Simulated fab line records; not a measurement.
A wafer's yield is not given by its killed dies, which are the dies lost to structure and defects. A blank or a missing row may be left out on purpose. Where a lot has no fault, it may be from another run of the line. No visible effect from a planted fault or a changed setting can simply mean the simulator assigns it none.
Matching of chambers	flow n5_finfet	N5_SD_EPI_P_ETCH_16 on rie_diel-04: 4 sister chambers
The step etches SiO2 in CHF3/O2, target depth 5 nm. 24 wafers are shown with their chamber, then 12 later ones without.

## WAFERS PAIRED WITH THEIR CHAMBERS
wafer	chamber	showerhead_plenum_p_Torr (Torr)	oes_product_au (a.u.)	rf_vpp_V (V)
L076.3	3	2.57	0.91	516
L076.5	2	2.42	0.77	512
L076.6	3	2.56	0.90	514
L078.1	0	2.31	0.72	515
L078.3	3	2.56	0.89	515
L078.4	1	2.50	0.69	532
L080.2	3	2.56	0.89	515
L080.3	2	2.42	0.76	515
L080.6	0	2.31	0.72	517
L083.4	0	2.31	0.72	517
L083.5	3	2.56	0.89	514
L083.6	2	2.42	0.75	513
L086.1	1	2.49	0.68	532
L086.3	2	2.42	0.75	513
L086.5	1	2.49	0.68	531
L087.1	0	2.31	0.71	518
L087.3	1	2.49	0.67	532
L087.6	0	2.31	0.70	515
L088.2	2	2.41	0.74	513
L088.4	0	2.30	0.71	516
L088.5	3	2.56	0.88	516
L089.4	1	2.49	0.69	530
L089.5	3	2.56	0.87	514
L089.6	0	2.30	0.70	516

SIGNATURES, as means of the wafers listed above
reading	chamber 0	chamber 1	chamber 2	chamber 3	scatter within a chamber
showerhead_plenum_p_Torr	2.3071	2.4920	2.4180	2.5614	0.00441
oes_product_au	0.7114	0.6820	0.7540	0.8900	0.0107
rf_vpp_V	516.29	531.40	513.20	514.86	1.01
Rule: for each reading, subtract the chamber's mean from the wafer's reading, divide by that reading's scatter and square the result; add these up over the readings and take the root, which gives the wafer's distance from the chamber. If the next closest chamber is less than 2 further off than the closest, the wafer can't be placed; otherwise it belongs to the closest. The scatter is the square root of a quotient: the sum, over the shown wafers, of each reading's squared deviation from its chamber's mean, divided by wafers minus chambers.

## WAFERS WITH NO CHAMBER GIVEN
wafer	showerhead_plenum_p_Torr (Torr)	oes_product_au (a.u.)	rf_vpp_V (V)
L090.1	2.30	0.70	515
L090.3	2.49	0.67	531
L090.5	2.41	0.74	512
L094.1	2.30	0.70	516
L094.5	2.30	0.70	516
L094.6	2.49	0.68	532
L096.1	2.30	0.70	517
L096.2	2.55	0.84	515
L096.5	2.41	0.73	513
L097.2	2.48	0.67	531
L097.3	2.55	0.84	514
L097.5	2.41	0.74	513

## WHICH CHAMBER EACH WENT THROUGH
wafer	from the rows above	in truth
L090.1	0	0
L090.3	1	1
L090.5	2	2
L094.1	0	0
L094.5	0	0
L094.6	1	1
L096.1	0	0
L096.2	3	3
L096.5	2	2
L097.2	1	1
L097.3	3	3
L097.5	2	2
Correct placement for 12 of the 12. Number that these rows cannot place: 0. Wrongly placed: 0.
